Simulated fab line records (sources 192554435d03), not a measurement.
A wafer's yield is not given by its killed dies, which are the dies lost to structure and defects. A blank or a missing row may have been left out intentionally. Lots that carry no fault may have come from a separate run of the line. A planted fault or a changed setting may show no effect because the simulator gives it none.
The tool behind it: which one?    flow n5_finfet    at 1 step of a route of 1938, 24 lots with 72 wafers sampled

== WHAT THE GAUGES SHOWED, per wafer ==
N5_PMOS_HMC_CHANNEL_EPI_OVL_MEAS_10.
lot   measured     on          PMOS_HMC_BLK_OVL (nm)
L074  day 1 17:20  overlay-01  1.0 0.8 0.2
L075  day 1 23:14  overlay-02  0.9 -0.3 1.9
L076  day 2 05:35  overlay-01  0.1 0.8 0.6
L077  day 2 11:20  overlay-02  0.0 -0.1 0.4
L078  day 2 17:05  overlay-01  -0.5 -0.7 -0.6
L079  day 2 23:16  overlay-02  -0.2 0.1 0.9
L080  day 3 05:27  overlay-01  0.2 0.6 -0.4
L081  day 3 11:02  overlay-02  0.1 1.8 1.0
L082  day 3 17:32  overlay-01  0.4 1.0 0.2
L083  day 3 23:21  overlay-02  0.9 1.9 1.2
L084  day 4 05:34  overlay-02  0.1 -0.1 -0.1
L085  day 4 10:56  overlay-01  0.3 0.3 1.2
L086  day 4 17:10  overlay-01  0.2 0.4 -0.9
L087  day 5 00:07  overlay-02  1.0 -0.6 -1.5
L088  day 5 05:37  overlay-01  -0.2 -0.7 -1.0
L089  day 5 11:16  overlay-02  0.5 1.0 0.8
L090  day 5 17:20  overlay-02  1.1 0.2 0.6
L091  day 5 23:10  overlay-01  0.7 -1.0 -0.2
L092  day 6 05:53  overlay-02  1.6 0.0 0.7
L093  day 6 12:04  overlay-01  -0.1 0.8 0.2
L094  day 6 17:22  overlay-01  0.0 0.8 0.1
L095  day 6 23:15  overlay-02  1.0 1.0 0.7
L096  day 7 05:07  overlay-02  -0.4 0.0 0.7
L097  day 7 11:08  overlay-01  -0.6 -0.4 0.2

== WHICH TOOL RAN EACH LOT (tool, then ch and the chambers of the sampled wafers, then the start) ==
The record holds no process step before these readings.

== AS READ BY THE TOOLS THEMSELVES (means over the sampled wafers that have a number; for cases with no such wafer, the mark the record gives instead) ==
The record holds no such reading with a usual standard deviation.

== THE ANSWER, worked out from the rows above alone ==
Rule: usual is defined by the lots themselves. The widest of any qualifying gaps counts: lots, ordered by their means at a reading, are off when they make up no more than a third of the lots, leave a main group of 4 or more, and stand apart from it by 3 or more times the standard deviation of that group's means. Not used: any main group whose means are identical at the precision the tables above print for the reading. A lot without any number at a reading at which 4 lots or more have one is off too. All remaining lots with rows at the step are treated as sound. Order of review: gauges by route order, followed by the tools' own readings, for which a lot's mean as printed above is used. At the first step where some lot is off, the reading lying furthest off is the one used; lots without a number count as furthest.
None of the lots is off at any reading shown; this tells nothing.

== WHAT HAD BEEN PUT IN BY THE SIMULATOR ==
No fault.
